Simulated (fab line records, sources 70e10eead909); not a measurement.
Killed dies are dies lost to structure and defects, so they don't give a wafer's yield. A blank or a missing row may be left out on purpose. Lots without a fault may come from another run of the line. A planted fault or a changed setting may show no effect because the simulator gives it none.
Which tool did it? | flow nand_harc | 14 lots, 42 wafers sampled, at 5 steps of a route of 1159

WHAT THE GAUGES READ, wafer by wafer
The record holds no reading of a measuring or inspecting step that can be judged against a usual standard deviation.

WHICH TOOL RAN EACH LOT (tool, then ch and the chambers of the sampled wafers, then the start)
lot  | NHARC_A_CONTACT_ETCH_92            | NHARC_A_CONTACT_STRIP_26                      | NHARC_A_BLC_PVD_32                      | NHARC_A_BLC_CVD_24            | NHARC_A_BLC_CMP_25
L515 | rie_diel-02 ch 1,3, day 17 06:43   | rie_diel-07 ch 0,2,3, day 17 13:24 or earlier | pvd_sputter-01, day 17 13:24 or earlier | cvd_w-02 ch 0,1, day 17 13:24 | cmp-01 ch 1,2, day 17 13:57
L516 | rie_diel-01 ch 0,2, day 17 10:59   | rie_diel-01 ch 0,1,3, day 17 16:40 or earlier | pvd_sputter-01, day 17 16:40 or earlier | cvd_w-02 ch 0,1, day 17 16:40 | cmp-01 ch 0,1,3, day 17 17:12
L517 | rie_diel-01 ch 1,2,3, day 17 12:17 | rie_diel-01 ch 0,1,2, day 17 18:12 or earlier | pvd_sputter-03, day 17 18:12 or earlier | cvd_w-02 ch 0,1, day 17 18:12 | cmp-03 ch 1,3, day 17 18:46
L514 | rie_diel-07 ch 0,3, day 17 17:37   | rie_diel-07 ch 1,3, day 17 23:13 or earlier   | pvd_sputter-03, day 17 23:13 or earlier | cvd_w-02 ch 1, day 17 23:13   | cmp-02 ch 1,3, day 17 23:41
L519 | rie_diel-01 ch 0,3, day 17 22:55   | rie_diel-02 ch 0,2, day 18 07:47 or earlier   | pvd_sputter-01, day 18 07:47 or earlier | cvd_w-02 ch 1, day 18 07:47   | cmp-03 ch 0,3, day 18 08:16
L520 | rie_diel-02 ch 1,2,3, day 18 13:50 | rie_diel-02 ch 0,2,3, day 19 02:10 or earlier | pvd_sputter-03, day 19 02:10 or earlier | cvd_w-01 ch 0,1, day 19 02:10 | cmp-01 ch 0,1,2, day 19 02:34
L521 | rie_diel-01 ch 0,1,2, day 18 19:36 | rie_diel-01 ch 0,1, day 19 03:01 or earlier   | pvd_sputter-01, day 19 03:01 or earlier | cvd_w-01 ch 0,1, day 19 03:01 | cmp-03 ch 0,1,3, day 19 03:34
L522 | rie_diel-07 ch 0,1,3, day 19 05:05 | rie_diel-07 ch 0,1,3, day 19 12:23 or earlier | pvd_sputter-01, day 19 12:23 or earlier | cvd_w-01 ch 0,1, day 19 12:23 | cmp-01 ch 0,1,3, day 19 13:01
L526 | rie_diel-02 ch 0,2,3, day 19 19:03 | rie_diel-01 ch 1,2,3, day 20 07:19 or earlier | pvd_sputter-02, day 20 07:19 or earlier | cvd_w-01 ch 0,1, day 20 07:19 | cmp-03 ch 1,2,3, day 20 08:46
L525 | rie_diel-01 ch 1,2, day 20 07:29   | rie_diel-02 ch 1,2, day 20 16:19 or earlier   | pvd_sputter-03, day 20 16:19 or earlier | cvd_w-01 ch 0,1, day 20 16:19 | cmp-03 ch 0,2, day 20 18:16
L532 | rie_diel-07 ch 0,2,3, day 21 15:06 | rie_diel-07 ch 1,2,3, day 22 04:40 or earlier | pvd_sputter-02, day 22 04:40 or earlier | cvd_w-02 ch 0, day 22 04:40   | cmp-03 ch 1,2,3, day 22 05:07
L534 | rie_diel-07 ch 0,1,2, day 22 07:40 | rie_diel-01 ch 1,2, day 22 16:02 or earlier   | pvd_sputter-02, day 22 16:02 or earlier | cvd_w-02 ch 0,1, day 22 16:02 | cmp-01 ch 0,1,3, day 22 16:25
L533 | rie_diel-01 ch 0,2,3, day 22 10:16 | rie_diel-07 ch 1,2,3, day 22 22:57 or earlier | pvd_sputter-03, day 22 22:57 or earlier | cvd_w-02 ch 0, day 22 22:57   | cmp-03 ch 0,3, day 22 23:30
L537 | rie_diel-02 ch 0,1,3, day 22 19:20 | rie_diel-07 ch 1,2, day 23 04:04 or earlier   | pvd_sputter-02, day 23 04:04 or earlier | cvd_w-01 ch 0,1, day 23 04:04 | cmp-01 ch 0,1,3, day 23 04:38
- NHARC_A_CONTACT_ETCH_92: etches the open film in CH3F/O2, target depth 40 nm, time 85.7 s.
- NHARC_A_CONTACT_STRIP_26: strips in O2.
- NHARC_A_BLC_PVD_32: deposits Ti, target thk 5 nm, time 17.7 s.
- NHARC_A_BLC_CVD_24: deposits W, target thk 150 nm, time 434 s.
- NHARC_A_BLC_CMP_25: polishes, t overpolish 30 s, target thk 150 nm.

WHAT THE TOOLS THEMSELVES READ (means of the sampled wafers that have a number; where no wafer has one, the mark that the record gives instead)
NHARC_A_CONTACT_ETCH_92. Usual: drypump_motor_current_A 5.75 A, standard deviation 0.25; o2_flow_sccm 30.00 sccm, standard deviation 0.1; oes_product_au 0.936 a.u., standard deviation 0.026; rf_vpp_V 244.4 V, standard deviation 1.7; showerhead_plenum_p_Torr 2.47 Torr, standard deviation 0.11; throttle_valve_pct 20.663 %, standard deviation 0.0091.
lot  | tool        | drypump_motor_current_A (A) | o2_flow_sccm (sccm) | oes_product_au (a.u.) | rf_vpp_V (V) | showerhead_plenum_p_Torr (Torr) | throttle_valve_pct (%) | flag
L515 | rie_diel-02 | 5.71                        | 29.97               | 0.924                 | 243.9        | 2.39                            | 20.668                 |
L516 | rie_diel-01 | 6.01                        | 30.01               | 0.999                 | 246.0        | 2.52                            | 20.669                 |
L517 | rie_diel-01 | 5.74                        | 30.07               | 0.928                 | 244.2        | 2.47                            | 20.667                 |
L514 | rie_diel-07 | 5.53                        | 30.05               | 0.929                 | 244.2        | 2.48                            | 20.672                 |
L519 | rie_diel-01 | 6.01                        | 29.96               | 0.931                 | 244.5        | 2.42                            | 20.664                 |
L520 | rie_diel-02 | 5.57                        | 29.99               | 1.000                 | 244.1        | 2.48                            | 20.665                 |
L521 | rie_diel-01 | 5.91                        | 29.95               | 0.937                 | 246.3        | 2.54                            | 20.659                 |
L522 | rie_diel-07 | 5.59                        | 30.03               | 1.001                 | 244.7        | 2.48                            | 20.668                 |
L526 | rie_diel-02 | 5.70                        | 29.98               | 0.921                 | 245.3        | 2.49                            | 20.659                 |
L525 | rie_diel-01 | 5.82                        | 29.99               | 0.932                 | 245.2        | 2.55                            | 20.661                 |
L532 | rie_diel-07 | 5.60                        | 29.94               | 0.927                 | 243.8        | 2.49                            | 20.660                 |
L534 | rie_diel-07 | 5.66                        | 29.98               | 0.922                 | 244.3        | 2.49                            | 20.667                 |
L533 | rie_diel-01 | 5.85                        | 30.01               | 0.920                 | 245.3        | 2.57                            | 20.672                 |
L537 | rie_diel-02 | 5.82                        | 29.98               | 0.919                 | 243.0        | 2.38                            | 20.654                 |

NHARC_A_CONTACT_STRIP_26. Usual: drypump_motor_current_A 5.74 A, standard deviation 0.25; o2_flow_sccm 500.1 sccm, standard deviation 1.5; oes_product_au 1.000 a.u., standard deviation 0.0077; rf_vpp_V 57.8 V, standard deviation 0.84; showerhead_plenum_p_Torr 3.56 Torr, standard deviation 0.14; throttle_valve_pct 17.036 %, standard deviation 0.0099.
lot  | tool        | drypump_motor_current_A (A) | o2_flow_sccm (sccm) | oes_product_au (a.u.) | rf_vpp_V (V) | showerhead_plenum_p_Torr (Torr) | throttle_valve_pct (%) | flag
L515 | rie_diel-07 | 5.61                        | 500.5               | 0.997                 | 57.4         | 3.58                            | 17.038                 |
L516 | rie_diel-01 | 5.91                        | 500.3               | 1.003                 | 57.6         | 3.51                            | 17.051                 |
L517 | rie_diel-01 | 5.96                        | 499.4               | 0.994                 | 58.2         | 3.65                            | 17.033                 |
L514 | rie_diel-07 | 5.56                        | 500.7               | 1.004                 | 58.3         | 3.52                            | 17.030                 |
L519 | rie_diel-02 | 5.61                        | 499.2               | 0.998                 | 57.1         | 3.51                            | 17.032                 |
L520 | rie_diel-02 | 5.71                        | 501.3               | 0.997                 | 58.3         | 3.58                            | 17.038                 |
L521 | rie_diel-01 | 6.10                        | 499.5               | 1.009                 | 58.5         | 3.61                            | 17.029                 |
L522 | rie_diel-07 | 5.61                        | 500.1               | 1.009                 | 57.5         | 3.56                            | 17.029                 |
L526 | rie_diel-01 | 5.76                        | 500.0               | 0.999                 | 58.2         | 3.53                            | 17.026                 |
L525 | rie_diel-02 | 5.39                        | 500.8               | 1.002                 | 57.3         | 3.46                            | 17.036                 |
L532 | rie_diel-07 | 5.55                        | 499.2               | 1.002                 | 58.0         | 3.53                            | 17.034                 |
L534 | rie_diel-01 | 5.76                        | 499.7               | 1.006                 | 58.3         | 3.67                            | 17.045                 |
L533 | rie_diel-07 | 5.59                        | 500.9               | 0.990                 | 57.5         | 3.53                            | 17.033                 |
L537 | rie_diel-07 | 5.63                        | 501.0               | 0.999                 | 58.4         | 3.53                            | 17.027                 |

NHARC_A_BLC_PVD_32. Usual: throttle_valve_pct 30.5 %, standard deviation 1.
lot  | tool           | throttle_valve_pct (%) | flag
L515 | pvd_sputter-01 | 30.4                   |
L516 | pvd_sputter-01 | 31.0                   |
L517 | pvd_sputter-03 | 31.1                   |
L514 | pvd_sputter-03 | 30.6                   |
L519 | pvd_sputter-01 | 31.5                   |
L520 | pvd_sputter-03 | 30.7                   |
L521 | pvd_sputter-01 | 30.0                   |
L522 | pvd_sputter-01 | 30.5                   |
L526 | pvd_sputter-02 | 30.9                   |
L525 | pvd_sputter-03 | 30.0                   |
L532 | pvd_sputter-02 | 31.9                   |
L534 | pvd_sputter-02 | 31.0                   |
L533 | pvd_sputter-03 | 30.1                   |
L537 | pvd_sputter-02 | 31.0                   |

NHARC_A_BLC_CVD_24. Usual: heater_power_w 477 W, standard deviation 69; throttle_valve_pct 7.9 %, standard deviation 0.36.
lot  | tool     | heater_power_w (W) | throttle_valve_pct (%) | flag
L515 | cvd_w-02 | 429                | 7.7                    |
L516 | cvd_w-02 | 490                | 7.5                    |
L517 | cvd_w-02 | 487                | 7.6                    |
L514 | cvd_w-02 | 361                | 8.1                    |
L519 | cvd_w-02 | 358                | 8.2                    |
L520 | cvd_w-01 | 479                | 8.1                    |
L521 | cvd_w-01 | 485                | 8.1                    |
L522 | cvd_w-01 | 491                | 8.0                    |
L526 | cvd_w-01 | 504                | 8.1                    |
L525 | cvd_w-01 | 492                | 8.0                    |
L532 | cvd_w-02 | 555                | 7.5                    |
L534 | cvd_w-02 | 427                | 7.7                    |
L533 | cvd_w-02 | 549                | 7.5                    |
L537 | cvd_w-01 | 480                | 7.8                    |

NHARC_A_BLC_CMP_25. Usual: motor_current_A 12.2 A, standard deviation 1.4; overpolish_run_s 30.000 s, standard deviation 0.009; time_to_endpoint_s 29.1 s, standard deviation 2.2.
lot  | tool   | motor_current_A (A) | overpolish_run_s (s) | time_to_endpoint_s (s) | flag
L515 | cmp-01 | 11.6                | 30.003               | 29.5                   |
L516 | cmp-01 | 12.4                | 29.991               | 26.6                   |
L517 | cmp-03 | 13.6                | 30.000               | 27.5                   |
L514 | cmp-02 | 13.9                | 30.010               | 30.4                   |
L519 | cmp-03 | 10.6                | 30.003               | 30.4                   |
L520 | cmp-01 | 12.1                | 29.996               | 27.5                   |
L521 | cmp-03 | 12.5                | 30.004               | 28.4                   |
L522 | cmp-01 | 12.0                | 29.992               | 28.4                   |
L526 | cmp-03 | 13.0                | 29.995               | 62.0                   | OFF
L525 | cmp-03 | 11.7                | 30.002               | 60.4                   | OFF
L532 | cmp-03 | 12.8                | 29.989               | 27.8                   |
L534 | cmp-01 | 12.1                | 29.994               | 26.8                   |
L533 | cmp-03 | 10.7                | 30.002               | 28.6                   |
L537 | cmp-01 | 12.1                | 29.994               | 25.1                   |

THE ANSWER, worked out from the rows above alone
Rule: a lot is off if the mean of its wafers that have a number lies more than 3 standard deviations from the usual mean. A lot without any number at a reading at which 4 lots or more have one is off too. The other lots that the step has rows for count as sound. The gauges are gone through in route order, then the tools' own readings, and for those a lot's mean is taken as printed above. The first step at which some lot is off is used, and at that step the reading that is off furthest; a lot without a number counts as furthest.
Off: L526, L525, at NHARC_A_BLC_CMP_25 (time_to_endpoint_s).
A tool fits if, at that step or a process step before it, it ran every lot that is off, and no sound lot after the first of them. NHARC_A_CONTACT_STRIP_26 gives no start for some lots, so the hours and the order of its lots are those of NHARC_A_BLC_CVD_24. NHARC_A_BLC_PVD_32 gives no start for some lots, so the hours and the order of its lots are those of NHARC_A_BLC_CVD_24. None of those tried fits.

WHAT THE SIMULATOR HAD PUT IN
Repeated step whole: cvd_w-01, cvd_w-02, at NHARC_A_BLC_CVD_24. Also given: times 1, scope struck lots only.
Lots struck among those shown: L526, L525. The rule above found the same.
